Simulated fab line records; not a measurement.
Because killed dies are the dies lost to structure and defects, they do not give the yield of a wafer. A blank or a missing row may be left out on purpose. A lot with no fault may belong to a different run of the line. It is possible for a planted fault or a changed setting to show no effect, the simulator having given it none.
Split-lot experiment / flow n5 finfet / 39 wafers read across 7 lots, on a route 1938 steps long

SPLIT DETAILS
At N5_PASSIVATION_AL_DEP_21 (deposits Al, target thk 2800 nm, time 170 s), the setting target thk a was moved away from the recipe's 28000 angstrom on 15 of the 39 wafers read, by -53.4% to +52.5%. All remaining wafers had this setting at the recipe value.

The reading comes from the split's own step.

THE READING
Al_of_PASSIVATION_AL_DEP_21.thk nm (the simulator's own value, which no gauge read), in nm, at N5_PASSIVATION_AL_DEP_21 (deposits Al, target thk 2800 nm, time 170 s). No usual value for it is given in the file. Here, 24 wafers ran the recipe; their average is 2825 nm with a standard deviation of 40 nm.

wafer=L078.1; tool, chamber at the split=pvd sputter-02, -; target thk a as run, angstrom=28000; against the recipe=recipe; Al_of_PASSIVATION_AL_DEP_21.thk nm, nm=2751; against lot-mates on the recipe=-
wafer=L078.2; tool, chamber at the split=pvd sputter-02, -; target thk a as run, angstrom=28000; against the recipe=recipe; Al_of_PASSIVATION_AL_DEP_21.thk nm, nm=2816; against lot-mates on the recipe=-
wafer=L078.3; tool, chamber at the split=pvd sputter-02, -; target thk a as run, angstrom=28000; against the recipe=recipe; Al_of_PASSIVATION_AL_DEP_21.thk nm, nm=2862; against lot-mates on the recipe=-
wafer=L077.1; tool, chamber at the split=pvd sputter-02, -; target thk a as run, angstrom=28000; against the recipe=recipe; Al_of_PASSIVATION_AL_DEP_21.thk nm, nm=2772; against lot-mates on the recipe=-
wafer=L077.2; tool, chamber at the split=pvd sputter-02, -; target thk a as run, angstrom=20760; against the recipe=-25.9%; Al_of_PASSIVATION_AL_DEP_21.thk nm, nm=2045; against lot-mates on the recipe=-756
wafer=L077.3; tool, chamber at the split=pvd sputter-02, -; target thk a as run, angstrom=28000; against the recipe=recipe; Al_of_PASSIVATION_AL_DEP_21.thk nm, nm=2830; against lot-mates on the recipe=-
wafer=L077.4; tool, chamber at the split=pvd sputter-02, -; target thk a as run, angstrom=20760; against the recipe=-25.9%; Al_of_PASSIVATION_AL_DEP_21.thk nm, nm=1990; against lot-mates on the recipe=-811
wafer=L077.5; tool, chamber at the split=pvd sputter-02, -; target thk a as run, angstrom=28000; against the recipe=recipe; Al_of_PASSIVATION_AL_DEP_21.thk nm, nm=2800; against lot-mates on the recipe=-
wafer=L077.6; tool, chamber at the split=pvd sputter-02, -; target thk a as run, angstrom=20760; against the recipe=-25.9%; Al_of_PASSIVATION_AL_DEP_21.thk nm, nm=2052; against lot-mates on the recipe=-749
wafer=L081.1; tool, chamber at the split=pvd sputter-01, -; target thk a as run, angstrom=28000; against the recipe=recipe; Al_of_PASSIVATION_AL_DEP_21.thk nm, nm=2747; against lot-mates on the recipe=-
wafer=L081.2; tool, chamber at the split=pvd sputter-01, -; target thk a as run, angstrom=28000; against the recipe=recipe; Al_of_PASSIVATION_AL_DEP_21.thk nm, nm=2814; against lot-mates on the recipe=-
wafer=L081.3; tool, chamber at the split=pvd sputter-01, -; target thk a as run, angstrom=28000; against the recipe=recipe; Al_of_PASSIVATION_AL_DEP_21.thk nm, nm=2806; against lot-mates on the recipe=-
wafer=L081.4; tool, chamber at the split=pvd sputter-01, -; target thk a as run, angstrom=42690; against the recipe=+52.5%; Al_of_PASSIVATION_AL_DEP_21.thk nm, nm=4255; against lot-mates on the recipe=+1466
wafer=L081.5; tool, chamber at the split=pvd sputter-01, -; target thk a as run, angstrom=42690; against the recipe=+52.5%; Al_of_PASSIVATION_AL_DEP_21.thk nm, nm=4291; against lot-mates on the recipe=+1502
wafer=L081.6; tool, chamber at the split=pvd sputter-01, -; target thk a as run, angstrom=42690; against the recipe=+52.5%; Al_of_PASSIVATION_AL_DEP_21.thk nm, nm=4240; against lot-mates on the recipe=+1451
wafer=L080.1; tool, chamber at the split=pvd sputter-01, -; target thk a as run, angstrom=28000; against the recipe=recipe; Al_of_PASSIVATION_AL_DEP_21.thk nm, nm=2801; against lot-mates on the recipe=-
wafer=L080.2; tool, chamber at the split=pvd sputter-01, -; target thk a as run, angstrom=28000; against the recipe=recipe; Al_of_PASSIVATION_AL_DEP_21.thk nm, nm=2815; against lot-mates on the recipe=-
wafer=L080.3; tool, chamber at the split=pvd sputter-01, -; target thk a as run, angstrom=28000; against the recipe=recipe; Al_of_PASSIVATION_AL_DEP_21.thk nm, nm=2781; against lot-mates on the recipe=-
wafer=L080.4; tool, chamber at the split=pvd sputter-01, -; target thk a as run, angstrom=17510; against the recipe=-37.5%; Al_of_PASSIVATION_AL_DEP_21.thk nm, nm=1775; against lot-mates on the recipe=-1024
wafer=L080.5; tool, chamber at the split=pvd sputter-01, -; target thk a as run, angstrom=17510; against the recipe=-37.5%; Al_of_PASSIVATION_AL_DEP_21.thk nm, nm=1729; against lot-mates on the recipe=-1070
wafer=L080.6; tool, chamber at the split=pvd sputter-01, -; target thk a as run, angstrom=17510; against the recipe=-37.5%; Al_of_PASSIVATION_AL_DEP_21.thk nm, nm=1770; against lot-mates on the recipe=-1029
wafer=L085.1; tool, chamber at the split=pvd sputter-03, -; target thk a as run, angstrom=28000; against the recipe=recipe; Al_of_PASSIVATION_AL_DEP_21.thk nm, nm=2848; against lot-mates on the recipe=-
wafer=L085.2; tool, chamber at the split=pvd sputter-03, -; target thk a as run, angstrom=13050; against the recipe=-53.4%; Al_of_PASSIVATION_AL_DEP_21.thk nm, nm=1390; against lot-mates on the recipe=-1451
wafer=L085.3; tool, chamber at the split=pvd sputter-03, -; target thk a as run, angstrom=13050; against the recipe=-53.4%; Al_of_PASSIVATION_AL_DEP_21.thk nm, nm=1382; against lot-mates on the recipe=-1459
wafer=L085.4; tool, chamber at the split=pvd sputter-03, -; target thk a as run, angstrom=28000; against the recipe=recipe; Al_of_PASSIVATION_AL_DEP_21.thk nm, nm=2853; against lot-mates on the recipe=-
wafer=L085.5; tool, chamber at the split=pvd sputter-03, -; target thk a as run, angstrom=13050; against the recipe=-53.4%; Al_of_PASSIVATION_AL_DEP_21.thk nm, nm=1369; against lot-mates on the recipe=-1472
wafer=L085.6; tool, chamber at the split=pvd sputter-03, -; target thk a as run, angstrom=28000; against the recipe=recipe; Al_of_PASSIVATION_AL_DEP_21.thk nm, nm=2823; against lot-mates on the recipe=-
wafer=L092.1; tool, chamber at the split=pvd sputter-03, -; target thk a as run, angstrom=28000; against the recipe=recipe; Al_of_PASSIVATION_AL_DEP_21.thk nm, nm=2818; against lot-mates on the recipe=-
wafer=L092.2; tool, chamber at the split=pvd sputter-03, -; target thk a as run, angstrom=28000; against the recipe=recipe; Al_of_PASSIVATION_AL_DEP_21.thk nm, nm=2864; against lot-mates on the recipe=-
wafer=L092.3; tool, chamber at the split=pvd sputter-03, -; target thk a as run, angstrom=28000; against the recipe=recipe; Al_of_PASSIVATION_AL_DEP_21.thk nm, nm=2891; against lot-mates on the recipe=-
wafer=L092.4; tool, chamber at the split=pvd sputter-03, -; target thk a as run, angstrom=28000; against the recipe=recipe; Al_of_PASSIVATION_AL_DEP_21.thk nm, nm=2829; against lot-mates on the recipe=-
wafer=L092.5; tool, chamber at the split=pvd sputter-03, -; target thk a as run, angstrom=28000; against the recipe=recipe; Al_of_PASSIVATION_AL_DEP_21.thk nm, nm=2811; against lot-mates on the recipe=-
wafer=L092.6; tool, chamber at the split=pvd sputter-03, -; target thk a as run, angstrom=28000; against the recipe=recipe; Al_of_PASSIVATION_AL_DEP_21.thk nm, nm=2841; against lot-mates on the recipe=-
wafer=L091.1; tool, chamber at the split=pvd sputter-02, -; target thk a as run, angstrom=28000; against the recipe=recipe; Al_of_PASSIVATION_AL_DEP_21.thk nm, nm=2847; against lot-mates on the recipe=-
wafer=L091.2; tool, chamber at the split=pvd sputter-02, -; target thk a as run, angstrom=35610; against the recipe=+27.2%; Al_of_PASSIVATION_AL_DEP_21.thk nm, nm=3590; against lot-mates on the recipe=+713
wafer=L091.3; tool, chamber at the split=pvd sputter-02, -; target thk a as run, angstrom=28000; against the recipe=recipe; Al_of_PASSIVATION_AL_DEP_21.thk nm, nm=2866; against lot-mates on the recipe=-
wafer=L091.4; tool, chamber at the split=pvd sputter-02, -; target thk a as run, angstrom=35610; against the recipe=+27.2%; Al_of_PASSIVATION_AL_DEP_21.thk nm, nm=3665; against lot-mates on the recipe=+788
wafer=L091.5; tool, chamber at the split=pvd sputter-02, -; target thk a as run, angstrom=35610; against the recipe=+27.2%; Al_of_PASSIVATION_AL_DEP_21.thk nm, nm=3618; against lot-mates on the recipe=+741
wafer=L091.6; tool, chamber at the split=pvd sputter-02, -; target thk a as run, angstrom=28000; against the recipe=recipe; Al_of_PASSIVATION_AL_DEP_21.thk nm, nm=2918; against lot-mates on the recipe=-

FIT RESULTS
A straight line over all 39 wafers: Al_of_PASSIVATION_AL_DEP_21.thk nm changes by +27.9 nm for each +1% of target thk a; r = +1.00; the points scatter about the line by 46 nm.
The same after taking each lot's own level away (the mean of its wafers on the recipe; 39 wafers): +27.9 nm for each +1%; r = +1.00; scatter 32 nm.
That fit puts the effect of the largest move of target thk a on the reading at 1.5e+03 nm.
The lots' own levels span 2789.0 to 2877.0 nm, that is 2.2 times the standard deviation above.
Consequently the slope shifts little with the lot-to-lot level, the two slopes agreeing.
Check: with one of the wafers moved furthest among these (-53.4%) left out of the fit, the line predicts -1.5e+03 nm for it against its lot-mates. Against them it came out at -1.45e+03 nm.

ADDITIONAL SPLITS CARRIED BY THESE WAFERS
These wafers also went through other splits before the reading. Each is held against what the fit with the lots' levels taken away leaves over:
other split on the same wafers=N5_BEOL_M7_HM_DEP_02 target thk a; wafers away from the commonest value=15; r with Al_of_PASSIVATION_AL_DEP_21.thk nm (lot level and that fit taken away)=-0.04
other split on the same wafers=N5_BEOL_M9_TRENCH_ETCH_37 target depth a; wafers away from the commonest value=12; r with Al_of_PASSIVATION_AL_DEP_21.thk nm (lot level and that fit taken away)=-0.06

THE WHOLE CHAIN: every reading that the file lists as answering this split, in the file's order
step=N5_PASSIVATION_AL_DEP_21; what it does=deposits Al, target thk 2800 nm, time 170 s; reading=Al_of_PASSIVATION_AL_DEP_21.thk nm (the simulator's own value, which no gauge read); change (the file's fit)=+27.9 nm for each +1% of the setting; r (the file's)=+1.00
step=N5_PASSIVATION_ETCH_59; what it does=etches TaN in Cl2/BCl3, target depth 65 nm, time 34.9 s; reading=oes product au; change (the file's fit)=not straight: 0.83 at the lowest setting, 0.79 at the recipe, 0.23 at the highest; r (the file's)=not given

FILE'S OWN FIT
Al_of_PASSIVATION_AL_DEP_21.thk nm changes by +27.9 nm for each +1% of target thk a, r = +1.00.
